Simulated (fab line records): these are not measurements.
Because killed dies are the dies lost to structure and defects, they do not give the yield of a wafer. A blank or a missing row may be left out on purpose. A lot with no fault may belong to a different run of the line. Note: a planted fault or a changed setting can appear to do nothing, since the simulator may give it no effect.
Chamber matching | flow n5-finfet | N5_DUMMY_GATE_STRIP_41 on rie-diel-01 has 4 sister chambers
The step strips in O2. 20 wafers are shown with their chamber, then 10 later ones without.

## EACH WAFER AND ITS CHAMBER
wafer  | chamber | drypump-motor-current-A (A) | showerhead-plenum-p-Torr (Torr) | oes-product-au (a.u.)
L075.1 | 0       | 5.3                         | 2.24                            | 0.90
L075.2 | 2       | 5.4                         | 2.10                            | 0.74
L075.3 | 1       | 5.9                         | 2.07                            | 0.70
L075.4 | 3       | 5.7                         | 2.17                            | 0.73
L075.5 | 1       | 6.0                         | 2.07                            | 0.70
L075.6 | 0       | 5.3                         | 2.24                            | 0.90
L080.1 | 2       | 5.4                         | 2.10                            | 0.74
L080.4 | 1       | 6.0                         | 2.07                            | 0.69
L080.5 | 0       | 5.3                         | 2.23                            | 0.88
L081.3 | 3       | 5.7                         | 2.17                            | 0.73
L081.5 | 2       | 5.4                         | 2.10                            | 0.73
L081.6 | 1       | 6.0                         | 2.07                            | 0.69
L084.1 | 0       | 5.3                         | 2.23                            | 0.86
L084.2 | 1       | 6.0                         | 2.07                            | 0.69
L084.3 | 3       | 5.7                         | 2.16                            | 0.71
L086.1 | 3       | 5.7                         | 2.16                            | 0.71
L086.2 | 2       | 5.4                         | 2.10                            | 0.73
L086.4 | 1       | 6.0                         | 2.07                            | 0.68
L089.2 | 2       | 5.4                         | 2.09                            | 0.72
L089.5 | 2       | 5.4                         | 2.09                            | 0.72

SIGNATURES (means of the wafers above)
reading                  | chamber 0 | chamber 1 | chamber 2 | chamber 3 | scatter within a chamber
drypump-motor-current-A  | 5.300     | 5.983     | 5.400     | 5.700     | 0.0228
showerhead-plenum-p-Torr | 2.2350    | 2.0700    | 2.0967    | 2.1650    | 0.00456
oes-product-au           | 0.8850    | 0.6917    | 0.7300    | 0.7200    | 0.0117
Rule: distance of a wafer from a chamber = root of the sum over the readings of ((wafer's reading minus chamber's mean) / reading's scatter) squared. If the next closest chamber is less than 2 further off than the closest, the wafer can't be placed; otherwise it belongs to the closest. How the scatter is found: for the shown wafers, subtract from each reading the mean of its chamber, square and add these, divide the total by (wafers less chambers), then take the root.

## WAFERS WITH NO CHAMBER GIVEN
wafer  | drypump-motor-current-A (A) | showerhead-plenum-p-Torr (Torr) | oes-product-au (a.u.)
L089.6 | 6.0                         | 2.06                            | 0.67
L092.1 | 5.3                         | 2.22                            | 0.86
L092.2 | 5.4                         | 2.09                            | 0.71
L092.4 | 5.7                         | 2.16                            | 0.70
L093.2 | 5.4                         | 2.09                            | 0.72
L093.5 | 5.3                         | 2.22                            | 0.85
L093.6 | 5.7                         | 2.16                            | 0.71
L097.1 | 6.0                         | 2.06                            | 0.99
L097.2 | 5.3                         | 2.22                            | 0.83
L097.5 | 5.7                         | 2.16                            | 0.69

## WHICH CHAMBER EACH ONE RAN IN
wafer  | from the rows above | in truth
L089.6 | 1                   | 1
L092.1 | 0                   | 0
L092.2 | 2                   | 2
L092.4 | 3                   | 3
L093.2 | 2                   | 2
L093.5 | 0                   | 0
L093.6 | 3                   | 3
L097.1 | 1                   | 1
L097.2 | 0                   | 0
L097.5 | 3                   | 3
Placed correctly: 10 of 10. Number that these rows cannot place: 0. Wrongly placed: 0.
